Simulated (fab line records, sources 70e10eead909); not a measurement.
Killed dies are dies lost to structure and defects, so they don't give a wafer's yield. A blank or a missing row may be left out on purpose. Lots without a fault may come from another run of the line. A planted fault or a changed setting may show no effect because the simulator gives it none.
fab line records | flow nand_harc
record lots=12 wafers=36 last_day=34
route steps=1302 shown A_CHANNEL_HOLE_D2@582 END@1302
lots that met no fault: from a run of the same line without faults
start_h: hours from the record's first day to the start of the lot's first wafer shown | wait_h: hours since the lot's step before | " the same as in the row above | L1.1+2: a row that stands for several wafers | - no value, or no start given | * or withheld: withheld | < > ~ a bound
route shown NAME@n: a module of which the file shows steps, and the number in the route of the first | usual: mean/standard deviation of fault-free wafers | same: alike in all rows | chamber/n: place in a boat | sites: the reading at each site | _std_site: their standard deviation | _edge_site: outer sites' mean less inner sites' | radius_mm: how far each site lies from the wafer's centre | mask NAME#n: copy n | behind: the tool/chamber that last shaped the wafer | hold: why the lot was held/for how many hours/how that ended | device: the transistor (n, p or np) that didn't switch | end of line: the same wafers' tests at the end of the route | a step without rows: its recipe alone | killed: dies lost to structure and defects at the first sort, not the wafer's yield | map: a wafer's dies, x killed, . not, _ none there
set.NAME: the setting as run; set.NAME@STEP: as run at that earlier step | model.NAME: the simulator's own value behind a step, which no gauge read
steps of the route over a sample of lots; a table a step, a row a wafer
services: from which hour (start_h, from the record's first day; less than 0 if before it) a tool's chamber was out of use, for how many hours, and why
## steps
# step NHARC_A_CHANNEL_HOLE_D2_CD_MEAS_10
# recipe target_cd_nm=100 landing_energy_ev=500
# usual cd_nm=99.5/0.64
# columns lot.wafer tool chamber start_h wait_h cd_nm
L677.2 cd_sem-01 0 311.30 - 98.9
L677.4 " 0 " " 100.2
L677.5 " 0 " " 99.1
L678.1 cd_sem-01 0 313.22 - 99.0
L678.3 " 0 " " 99.2
L678.4 " 0 " " 98.7
L681.1 cd_sem-03 0 336.33 - 99.8
L681.3 " 0 " " 99.1
L681.4 " 0 " " 99.2
L682.2 cd_sem-02 0 349.37 - 99.0
L682.3 " 0 " " 100.6
L682.4 " 0 " " 99.6
L683.3 cd_sem-02 0 373.81 - 99.7
L683.5 " 0 " " 98.9
L683.6 " 0 " " 100.0
L684.1 cd_sem-02 0 375.19 - 99.0
L684.4 " 0 " " 98.1
L684.6 " 0 " " 98.7
L685.3 cd_sem-01 0 389.84 - 100.8
L685.4 " 0 " " 100.1
L685.6 " 0 " " 99.7
L687.1 cd_sem-03 0 397.83 - 100.4
L687.4 " 0 " " 99.8
L687.5 " 0 " " 99.8
L688.1 cd_sem-01 0 410.93 - 99.1
L688.3 " 0 " " 99.5
L688.4 " 0 " " 99.9
L691.1 cd_sem-01 0 439.01 - 100.3
L691.3 " 0 " " 99.8
L691.6 " 0 " " 99.6
L698.1 cd_sem-02 0 512.28 - 98.8
L698.3 " 0 " " 99.0
L698.4 " 0 " " 98.3
L699.1 cd_sem-02 0 540.28 - 99.5
L699.4 " 0 " " 99.9
L699.5 " 0 " " 99.2
# step NHARC_A_CHANNEL_HOLE_D2_INSPECT_12
# usual raw_defect_count=25/21
# columns lot.wafer tool chamber start_h wait_h raw_defect_count
L677.2 defect_inspect-02 - 311.43 0.0 5
L677.4 " - " " 6
L677.5 " - " " 10
L678.1 defect_inspect-01 - 313.35 0.0 58
L678.3 " - " " 54
L678.4 " - " " 54
L681.1 defect_inspect-01 - 336.46 0.0 14
L681.3 " - " " 4
L681.4 " - " " 8
L682.2 defect_inspect-02 - 349.51 0.0 6
L682.3 " - " " 6
L682.4 " - " " 9
L683.3 defect_inspect-02 - 373.93 0.0 8
L683.5 " - " " 12
L683.6 " - " " 8
L684.1 defect_inspect-02 - 375.31 0.0 51
L684.4 " - " " 59
L684.6 " - " " 58
L685.3 defect_inspect-01 - 389.96 0.0 11
L685.4 " - " " 10
L685.6 " - " " 14
L687.1 defect_inspect-02 - 397.96 0.0 50
L687.4 " - " " 46
L687.5 " - " " 51
L688.1 defect_inspect-02 - 411.06 0.0 10
L688.3 " - " " 15
L688.4 " - " " 13
L691.1 defect_inspect-01 - 439.14 0.0 13
L691.3 " - " " 18
L691.6 " - " " 13
L698.1 defect_inspect-02 - 512.40 0.0 33
L698.3 " - " " 29
L698.4 " - " " 29
L699.1 defect_inspect-01 - 540.41 0.0 7
L699.4 " - " " 3
L699.5 " - " " 5
# step NHARC_A_CHANNEL_HOLE_D2_ETCH_39
# recipe target_depth_a=2600 over_etch_frac=0.3 time_s=325 ion_energy_ev=200 n2_flow_sccm=150 h2_flow_sccm=150 ar_flow_sccm=0 rf_w=400 bias_w=150 chemistry=N2/H2
# usual drypump_motor_current_A=5.5/0.48 oes_product_au=1.002/0.013 rf_vpp_V=430.7/2.3 showerhead_plenum_p_Torr=2.05/0.075 throttle_valve_pct=14.171/0.0091
# columns lot.wafer tool chamber start_h wait_h drypump_motor_current_A oes_product_au rf_hours_counter_h rf_vpp_V showerhead_plenum_p_Torr throttle_valve_pct
L677.2 rie_diel-10 0 311.69 - 5.3 1.024 3.0 425.9 1.90 14.177
L677.4 " 2 " " 5.0 1.015 2.8 431.4 2.12 14.163
L677.5 " 3 " " 5.2 1.002 - 430.2 2.07 14.173
L678.4 rie_diel-10 3 313.58 - 5.2 0.999 3.9 431.6 2.07 14.173
L678.1 " 0 " " 5.3 1.015 3.7 427.7 1.90 14.186
L678.3 " 1 " " 4.9 0.988 3.1 429.6 2.02 14.180
L681.1 rie_diel-10 3 336.69 - 5.2 1.015 5.9 430.8 2.07 14.178
L681.3 " 0 " " 5.3 1.019 5.4 426.3 1.90 14.157
L681.4 " 2 " " 5.1 1.019 4.7 433.9 2.12 14.167
L682.3 rie_diel-06 3 349.74 - 5.5 0.994 1.2 432.3 2.15 14.168
L682.2 " 0 " " 5.3 1.002 1.4 430.9 2.04 14.177
L682.4 " 2 " " 5.4 1.010 1.4 428.5 1.98 14.170
L683.3 rie_diel-06 0 374.19 - 5.3 0.999 2.6 430.7 2.04 14.163
L683.6 " 3 " " 5.5 0.987 - 432.2 2.15 14.165
L683.5 " 0 " " 5.3 1.000 - 430.2 2.04 14.166
L684.4 rie_diel-10 2 375.55 - 5.1 1.024 6.8 432.7 2.12 14.172
L684.1 " 1 " " 4.9 0.992 6.2 428.2 2.02 14.169
L684.6 " 3 " " 5.2 1.012 - 430.9 2.07 14.164
L685.3 rie_diel-06 1 390.19 - 5.1 0.998 3.4 433.7 2.13 14.179
L685.4 " 2 " " 5.4 1.001 3.0 428.5 1.98 14.186
L685.6 " 1 " " 5.0 0.994 - 434.0 2.13 14.161
L687.1 rie_diel-06 0 398.26 - 5.3 1.006 4.5 430.0 2.04 14.168
L687.5 " 3 " " 5.4 0.994 - 435.0 2.15 14.154
L687.4 " 2 " " 5.4 0.995 - 429.2 1.98 14.180
L688.1 rie_diel-06 1 411.32 - 5.0 0.993 4.1 432.4 2.13 14.172
L688.3 " 2 " " 5.4 1.009 5.0 430.1 1.98 14.173
L688.4 " 3 " " 5.5 0.998 5.3 434.1 2.15 14.173
L691.3 rie_diel-10 3 439.43 - 5.2 0.991 0.3 431.3 2.07 14.176
L691.1 " 0 " " 5.3 0.994 0.3 425.2 1.90 14.166
L691.6 " 2 " " 5.1 1.019 - 433.4 2.11 14.159
L698.3 rie_diel-06 1 512.64 - 5.0 1.000 0.5 432.6 2.13 14.154
L698.4 " 2 " " 5.4 0.987 0.1 429.6 1.98 14.164
L698.1 " 3 " " 5.5 1.003 0.5 433.8 2.14 14.173
L699.1 rie_diel-06 0 540.67 - 5.3 1.003 2.1 429.7 2.04 14.181
L699.4 " 2 " " 5.3 0.989 1.4 430.1 1.98 14.179
L699.5 " 3 " " 5.5 0.982 - 434.1 2.14 14.175
# step NHARC_A_CHANNEL_HOLE_D2_ETCH_20
# recipe bias_v=3000 source_w=withheld pressure_mtorr=20 time_s=361.9 ar_flow_sccm=375 c4f8_flow_sccm=89.3 o2_flow_sccm=35.7 temp_c=-20 target_depth_a=16000 chemistry=C4F8/O2/Ar
# usual drypump_motor_current_A=5.1/0.49 showerhead_plenum_p_Torr=3.66/0.04 throttle_valve_pct=32.154/0.01
# columns lot.wafer tool chamber start_h wait_h drypump_motor_current_A rf_hours_counter_h showerhead_plenum_p_Torr throttle_valve_pct
L677.2 har_etch-02 1 312.78 0.1 5.1 356 3.73 32.147
L677.4 " 0 " " 4.7 - 3.64 32.150
L677.5 " 1 " " 5.1 - 3.73 32.155
L678.1 har_etch-01 0 314.77 0.1 5.9 164 3.69 32.171
L678.4 " 0 " " 6.0 - 3.69 32.144
L678.3 " 1 " " 4.7 - 3.69 32.167
L681.1 har_etch-01 1 337.95 0.1 4.7 176 3.68 32.157
L681.4 " 0 " " 5.9 - 3.68 32.177
L681.3 " 1 " " 4.7 - 3.68 32.154
L682.2 har_etch-02 1 350.91 0.1 5.1 379 3.72 32.157
L682.4 " 0 " " 4.7 - 3.63 32.154
L682.3 " 1 " " 5.1 - 3.72 32.145
L683.3 har_etch-02 1 375.44 0.2 5.1 - 3.71 32.147
L683.5 " 0 " " 4.7 - 3.62 32.166
L683.6 " 1 " " 5.1 - 3.71 32.165
L684.1 har_etch-01 0 378.64 0.1 5.9 198 3.67 32.169
L684.4 " 1 " " 4.7 - 3.67 32.157
L684.6 " 0 " " 5.9 - 3.67 32.159
L685.3 har_etch-01 1 395.01 0.2 4.8 - 3.66 32.166
L685.4 " 0 " " 6.0 - 3.66 32.153
L685.6 " 0 " " 6.0 - 3.66 32.158
L687.1 har_etch-01 0 399.58 0.1 5.9 218 3.66 32.141
L687.4 " 1 " " 4.8 - 3.66 32.157
L687.5 " 1 " " 4.7 - 3.66 32.158
L688.1 har_etch-02 1 412.41 0.1 5.1 12 3.71 32.141
L688.3 " 1 " " 5.1 - 3.71 32.161
L688.4 " 0 " " 4.7 - 3.61 32.150
L691.1 har_etch-02 0 440.55 0.1 4.7 27 3.60 32.166
L691.3 " 0 " " 4.7 - 3.60 32.156
L691.6 " 0 " " 4.7 - 3.60 32.166
L698.1 har_etch-02 1 514.79 0.1 5.1 69 3.67 32.151
L698.4 " 1 " " 5.1 - 3.67 32.142
L698.3 " 0 " " 4.7 - 3.58 32.169
L699.1 har_etch-02 0 545.27 0.1 4.7 84 3.57 32.168
L699.4 " 1 " " 5.1 - 3.67 32.165
L699.5 " 1 " " 5.1 - 3.67 32.159
# step NHARC_A_CHANNEL_HOLE_D2_INSPECT_40
# usual raw_defect_count=290/84
# columns lot.wafer tool chamber start_h wait_h raw_defect_count
L677.2 defect_inspect-02 - 318.37 - 230
L677.4 " - " " 266
L677.5 " - " " 265
L678.1 defect_inspect-01 - 320.37 - 332
L678.3 " - " " 452
L678.4 " - " " 293
L681.1 defect_inspect-01 - 343.48 - 339
L681.3 " - " " 279
L681.4 " - " " 202
L682.2 defect_inspect-01 - 356.48 - 230
L682.3 " - " " 536
L682.4 " - " " 420
L683.3 defect_inspect-02 - 380.91 - 376
L683.5 " - " " 283
L683.6 " - " " 296
L684.1 defect_inspect-02 - 384.23 - 245
L684.4 " - " " 292
L684.6 " - " " 332
L685.3 defect_inspect-02 - 400.49 - 295
L685.4 " - " " 570
L685.6 " - " " 317
L687.1 defect_inspect-01 - 405.26 - 706
L687.4 " - " " 759
L687.5 " - " " 660
L688.1 defect_inspect-02 - 418.00 - 753
L688.3 " - " " 788
L688.4 " - " " 680
L691.1 defect_inspect-01 - 446.06 - 256
L691.3 " - " " 348
L691.6 " - " " 310
L698.1 defect_inspect-02 - 520.39 - 245
L698.3 " - " " 285
L698.4 " - " " 281
L699.1 defect_inspect-02 - 550.80 - 230
L699.4 " - " " 208
L699.5 " - " " 284
# step NHARC_END_SORT_01
# recipe temp_c=25
# usual killed_at_array=56/17 killed_at_other=1.2/1.4 killed_at_periphery=4/3.2 killed_dies=61/16 killed_open=3.6/2.1 killed_short=2.7/1.8
# same gross_dies=677
# columns lot.wafer tool chamber start_h wait_h killed_at_array killed_at_other killed_at_periphery killed_dies killed_open killed_short
L687.1 prober-01 0 684.13 2.5 119 0 4 123 5 3
L687.4 prober-01 0 686.53 3.4 105 2 3 110 1 3
L687.5 prober-01 0 687.33 3.7 122 0 2 124 4 2
L688.1 prober-02 0 706.58 2.6 120 0 6 126 3 6
L688.3 prober-02 0 708.18 3.1 68 1 3 72 3 1
L688.4 prober-02 0 708.98 3.4 102 0 3 105 7 2
# killed by level:class
L687.1 A_CHANNEL_HOLE_D2:unspecified=45 A_SLIT:chamber_film_flake=25 A_CHANNEL_HOLE_D1:chamber_film_flake=21 A_CHANNEL_HOLE_D2:chamber_film_flake=18 A_CHANNEL_FILL_D1:geometric_particle:open=3 P_M1:chamber_film_flake=2 P_CONTACT:geometric_particle:short=1 A_DECK1_JOINT:geometric_particle:short=1
L687.4 A_CHANNEL_HOLE_D2:unspecified=34 A_SLIT:chamber_film_flake=25 A_CHANNEL_HOLE_D1:chamber_film_flake=23 A_CHANNEL_HOLE_D2:chamber_film_flake=12 A_STAIRCASE:chamber_film_flake=3 P_M1:chamber_film_flake=2 A_WL_FILL:chamber_film_flake=2 THIN_TSV:chamber_film_flake=2
L687.5 A_CHANNEL_HOLE_D2:unspecified=46 A_SLIT:chamber_film_flake=36 A_CHANNEL_HOLE_D1:chamber_film_flake=19 A_CHANNEL_HOLE_D2:chamber_film_flake=8 A_CONTACT:chamber_film_flake=5 A_STAIRCASE:chamber_film_flake=2 P_M2:geometric_particle:open=1 A_ONON_D2:geometric_particle:short=1
L688.1 A_CHANNEL_HOLE_D2:unspecified=59 A_SLIT:chamber_film_flake=37 A_CHANNEL_HOLE_D1:chamber_film_flake=6 A_CONTACT:chamber_film_flake=6 P_M2:chamber_film_flake=3 A_WL_FILL:geometric_particle:short=2 A_CHANNEL_HOLE_D2:chamber_film_flake=2 A_SGD_CUT:chamber_film_flake=2
L688.3 A_CHANNEL_HOLE_D2:unspecified=33 A_SLIT:chamber_film_flake=20 P_M2:chamber_film_flake=3 A_SGD_CUT:chamber_film_flake=3 A_CHANNEL_HOLE_D1:chamber_film_flake=2 A_CHANNEL_FILL_D1:chamber_film_flake=2 A_CHANNEL_FILL_D2:geometric_particle:short=1 A_BLC:geometric_particle:open=1
L688.4 A_CHANNEL_HOLE_D2:unspecified=46 A_SLIT:chamber_film_flake=35 A_CONTACT:chamber_film_flake=5 A_CHANNEL_HOLE_D1:chamber_film_flake=3 A_DECK1_JOINT:chamber_film_flake=3 A_CHANNEL_FILL_D2:geometric_particle:open=2 A_M0:geometric_particle:open=2 P_M0:geometric_particle:open=1
## services
# columns tool chamber start_h hours kind
rie_diel-06 - 307.20 9.0 pm
rie_diel-06 0 307.20 9.0 vent_cycle
rie_diel-06 1 307.20 9.0 vent_cycle
rie_diel-06 2 307.20 9.0 vent_cycle
rie_diel-06 3 307.20 9.0 vent_cycle
rie_diel-06 0 316.20 - clean
rie_diel-06 1 316.20 - clean
har_etch-02 - 320.28 0.7 repair
rie_diel-10 - 364.83 0.8 repair
har_etch-02 - 379.36 17.0 pm
rie_diel-06 1 397.16 12.5 repair
rie_diel-10 - 419.50 9.0 pm
har_etch-02 - 428.05 0.5 repair
rie_diel-10 2 430.70 2.5 repair
rie_diel-06 1 445.99 5.6 repair
rie_diel-10 1 456.56 7.0 repair
har_etch-01 - 458.81 3.2 repair
rie_diel-10 0 462.22 11.4 repair
rie_diel-06 3 464.42 3.4 repair
rie_diel-06 - 484.20 9.0 pm
rie_diel-10 - 492.08 1.9 repair
rie_diel-06 2 501.97 6.2 repair
rie_diel-10 - 526.87 2.3 repair
rie_diel-10 2 542.24 5.4 repair
## key
first_sign step=NHARC_A_CHANNEL_HOLE_D2_INSPECT_40 reading=raw_defect_count direction=up sigmas=5.2 usual=290 struck=724
effect step=NHARC_END_SORT_01 reading=killed_at_array direction=up sigmas=3 usual=56 struck=106 wafers_moved=5
more_kills_born_at NHARC_A_CHANNEL_HOLE_D2_ETCH_39@rie_diel-06=263
met_at NHARC_A_CHANNEL_HOLE_D2_ETCH_39
struck_lots L687,L688
tester_left_out L687,L688
not_acting_at NHARC_A_CHANNEL_HOLE_D2_CD_MEAS_10,NHARC_A_CHANNEL_HOLE_D2_INSPECT_12,NHARC_A_CHANNEL_HOLE_D2_ETCH_20
onset_between 390.19 398.26
fault kind=chamber_particle_source tool=rie_diel-06 chamber=- onset_h=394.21 steps=NHARC_A_CHANNEL_HOLE_D2_ETCH_39 rate_per_visit_cm2=0.64362 end_h=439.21
# tester_left_out: of these lots the tester's yield and bins aren't shown, on N5 and GAA mostly nor the transistor test; their killed dies are dies lost to structure and defects alone, not to doping, threshold or leakage, so they don't give the yield
